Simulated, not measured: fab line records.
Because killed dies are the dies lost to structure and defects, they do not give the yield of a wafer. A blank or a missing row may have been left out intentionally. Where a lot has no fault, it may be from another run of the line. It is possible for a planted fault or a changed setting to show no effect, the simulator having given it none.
A lot that was struck, set against a sound lot | flow n5-finfet | 16 out of 1938 route steps
Sound: the wafers L959.1, L959.2, L959.3. The struck wafers were L948.1, L948.2, L948.3. At the end, the cause is stated.
Each step with rows lists, per side, the tool, then ch with its chambers, then its first start. Under that, the readings that differ: sound wafers | struck wafers | difference of the means | sigmas: that difference in standard deviations of wafers without a fault.
alike: readings whose means differ by less than 2 such deviations, and words and numbers that are the same on both sides. not compared: withheld readings, readings that some wafer has no value for, bounds like >300 that may hide the same value, and numbers for which the record gives no deviation and whose values overlap.
Wherever a step has rows on one side only, a row that says differs or no value, or a row with sigmas, the two part there. Non-overlapping numbers with no deviation appear without sigmas and do not part them. A reading missing from all wafers of one side parts the sides only when that side holds two or more wafers.

first, 4 steps without rows for these wafers: N5_BEOL_M8_SOFTBAKE_06 (time 60 s); N5_BEOL_M8_EXPOSE_08 (exposes mask M8); N5_BEOL_M8_PEB_09 (peb time 60 s); N5_BEOL_M8_DEVELOP_10 (develop time 30 s).
N5_BEOL_M8_CD_MEAS_11 targets a cd of 38.5 nm.
  sound on cd-sem-01 ch 0, day 17 21:10; struck on cd-sem-01 ch 0, day 15 13:50
  alike: cd-nm
N5_BEOL_M8_OVL_MEAS_12:
  sound on overlay-02 ch 0, day 17 21:12; struck on overlay-01 ch 0, day 15 13:52
  alike: M8_OVL
N5_BEOL_M8_INSPECT_13: inspects for defects (brightfield).
  struck on defect-inspect-01, day 15 13:53; sound on defect-inspect-02, day 17 21:13
  alike: raw-defect-count
N5_BEOL_M8_DESCUM_16: chemistry O2, time 7.9 s.
  sound on rie-diel-04 ch 1,2,3, day 17 21:16; struck on rie-diel-05 ch 1,2,3, day 15 13:55
  alike: drypump-motor-current-A, oes-product-au, rf-vpp-V, showerhead-plenum-p-Torr, throttle-valve-pct
  not compared: rf-hours-counter-h
N5_BEOL_M8_ETCH_61: etches SiARC in CF4, target depth 45.5 nm, time 75.8 s.
  sound on rie-diel-04 ch 1,2,3, day 17 21:17; struck on rie-diel-05 ch 1,2,3, day 15 13:58
  alike: drypump-motor-current-A, etch-rf-on-time-s, oes-product-au, rf-vpp-V, showerhead-plenum-p-Torr, throttle-valve-pct
  not compared: rf-hours-counter-h
N5_BEOL_M8_ETCH_62: etches SOC in N2/H2, target depth 110 nm, overetch 22 nm, time 165 s.
  sound on rie-diel-04 ch 1,2,3, day 17 21:21; struck on rie-diel-05 ch 1,2,3, day 15 14:01
  alike: drypump-motor-current-A, oes-product-au, rf-vpp-V, showerhead-plenum-p-Torr, throttle-valve-pct
  not compared: rf-hours-counter-h
then, 1 step without rows for these wafers: N5_BEOL_M8_STRIP_68 (strips in N2/H2).
N5_BEOL_M8_STRIP_67: strips in CF4.
  sound on rie-diel-04 ch 1,2,3, day 17 21:30; struck on rie-diel-05 ch 1,2,3, day 15 14:10
  alike: drypump-motor-current-A, oes-product-au, rf-vpp-V, showerhead-plenum-p-Torr, throttle-valve-pct
  not compared: rf-hours-counter-h
N5_BEOL_M8_HM_OPEN_17: chemistry Cl2/BCl3, target TiN, target depth 20 nm, overetch 6 nm.
  sound on rie-metal-02 ch 0,1, day 17 21:38; struck on rie-metal-03 ch 0,1, day 15 14:12
  no value came back on the struck wafers for any of 6 readings (bcl3-flow-sccm (sccm), bias-w (W) and others); on the sound wafers bcl3-flow-sccm (sccm) reads 21.72 21.87 21.66
  reading                                  | sound          | struck            | difference | sigmas
  model.SOC_of_BEOL_M8_COAT_59.thk-nm (nm) | 91.8 92.2 92.4 | 100.2 100.4 100.4 | +8.2       |
  not compared: rf-hours-counter-h
N5_BEOL_M8_STRIP_19: strips in O2.
  sound on rie-diel-02 ch 0,1,2, day 17 21:53; struck on rie-diel-02 ch 0,2,3, day 15 14:19
  alike: drypump-motor-current-A, oes-product-au, rf-vpp-V, showerhead-plenum-p-Torr, throttle-valve-pct
  not compared: rf-hours-counter-h
N5_BEOL_M8_CD_MEAS_18: pitch 80 nm, target cd 40 nm.
  struck on cd-sem-01, day 15 14:23; sound on cd-sem-01, day 17 21:58
  reading    | sound          | struck | difference                    | sigmas
  cd-nm (nm) | 39.9 40.3 40.1 | - - -  | no value on the struck wafers |
then, 1 step without rows for these wafers: N5_BEOL_M8_COAT_63 (time 60 s, resist thk 60 nm).

## WHERE THEY PART
First at N5_BEOL_M8_HM_OPEN_17; last, within this record, at N5_BEOL_M8_CD_MEAS_18.

WHY: the cause the simulator had injected
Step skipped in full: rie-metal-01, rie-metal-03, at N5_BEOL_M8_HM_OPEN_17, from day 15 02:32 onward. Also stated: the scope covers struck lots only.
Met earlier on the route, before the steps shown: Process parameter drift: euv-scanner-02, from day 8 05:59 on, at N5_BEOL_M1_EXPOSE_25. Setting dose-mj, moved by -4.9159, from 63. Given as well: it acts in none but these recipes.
